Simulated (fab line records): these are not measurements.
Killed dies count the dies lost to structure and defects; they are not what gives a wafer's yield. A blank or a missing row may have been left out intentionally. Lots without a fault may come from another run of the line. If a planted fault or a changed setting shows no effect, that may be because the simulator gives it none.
Matching of chambers    flow n5-finfet    N5_BEOL_M0_SAQP_ETCH_83 on rie-diel-05: 4 sister chambers
The step etches SiARC in CF4, target depth 39 nm, time 65 s. 4 wafers are shown with their chamber, then 7 later ones without.

## WAFERS PAIRED WITH THEIR CHAMBERS
wafer   chamber  throttle-valve-pct (%)
L078.2  0        15.33
L080.1  1        15.78
L085.2  3        15.83
L085.4  2        15.52

## WAFERS WITH NO CHAMBER GIVEN
wafer   throttle-valve-pct (%)
L085.6  15.35
L086.3  15.79
L086.4  15.51
L086.6  15.83
L088.2  15.36
L088.4  15.53
L088.6  15.54

## THE CHAMBER EACH PASSED THROUGH
wafer   from the rows above      in truth
L085.6  0                        0
L086.3  can't be placed: 1 or 3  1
L086.4  2                        2
L086.6  3                        3
L088.2  0                        0
L088.4  2                        2
L088.6  2                        2
Correctly placed: 6 of 7. Cannot be placed on the basis of these rows: 1; the candidates contain the true chamber in 1. Wrongly placed: 0.
How it was worked out, from the rows above alone: a wafer's distance from a chamber is the root of the sum, over the readings, of the square of ((its reading less the chamber's mean) divided by the reading's scatter). The wafer belongs to the nearest chamber; if the next one is less than 2 further off, it can't be placed. Each chamber's mean is taken over the wafers shown for it. The scatter (one wafer shown for each chamber): square how far every hidden wafer sits from the nearest shown wafer, average those squares and take the square root.
